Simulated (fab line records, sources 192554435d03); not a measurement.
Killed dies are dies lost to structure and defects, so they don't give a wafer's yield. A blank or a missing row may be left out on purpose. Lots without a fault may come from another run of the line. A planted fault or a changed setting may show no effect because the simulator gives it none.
Which tool did it? | flow n5_finfet | 9 lots, 27 wafers sampled, at 1 step of a route of 1938

WHAT THE GAUGES READ, wafer by wafer
N5_HKMG_FIN_INSPECT_14: inspects for defects (macro).
lot  | measured    | on                | raw_defect_count
L201 | day 5 06:39 | defect_inspect-01 | 2 2 0
L206 | day 6 06:44 | defect_inspect-01 | 4 2 3
L207 | day 6 10:08 | defect_inspect-01 | 0 2 2
L208 | day 6 15:43 | defect_inspect-02 | 0 5 1
L215 | day 8 12:19 | defect_inspect-01 | 1 2 4
L217 | day 9 00:17 | defect_inspect-02 | 2 0 2
L218 | day 9 11:07 | defect_inspect-02 | 2 4 5
L220 | day 9 17:25 | defect_inspect-02 | 0 2 1
L221 | day 9 22:08 | defect_inspect-02 | 1 1 1

WHICH TOOL RAN EACH LOT (tool, then ch and the chambers of the sampled wafers, then the start)
The record holds no process step before these readings.

THE ANSWER, worked out from the rows above alone
Rule: what is usual is taken from the lots themselves. Put in order of their means at a reading, lots are off if they are a third of the lots or fewer, leave a main group of 4 or more, and stand apart from it by a gap of 3 or more times the standard deviation of the main group's means; of several such gaps the widest counts. A main group whose means are all the same, to the digits that the tables above print for the reading, isn't used. A lot without any number at a reading at which 4 lots or more have one is off too. The other lots that the step has rows for count as sound.
No lot is off at any reading shown: from this, nothing can be told.

WHAT THE SIMULATOR HAD PUT IN
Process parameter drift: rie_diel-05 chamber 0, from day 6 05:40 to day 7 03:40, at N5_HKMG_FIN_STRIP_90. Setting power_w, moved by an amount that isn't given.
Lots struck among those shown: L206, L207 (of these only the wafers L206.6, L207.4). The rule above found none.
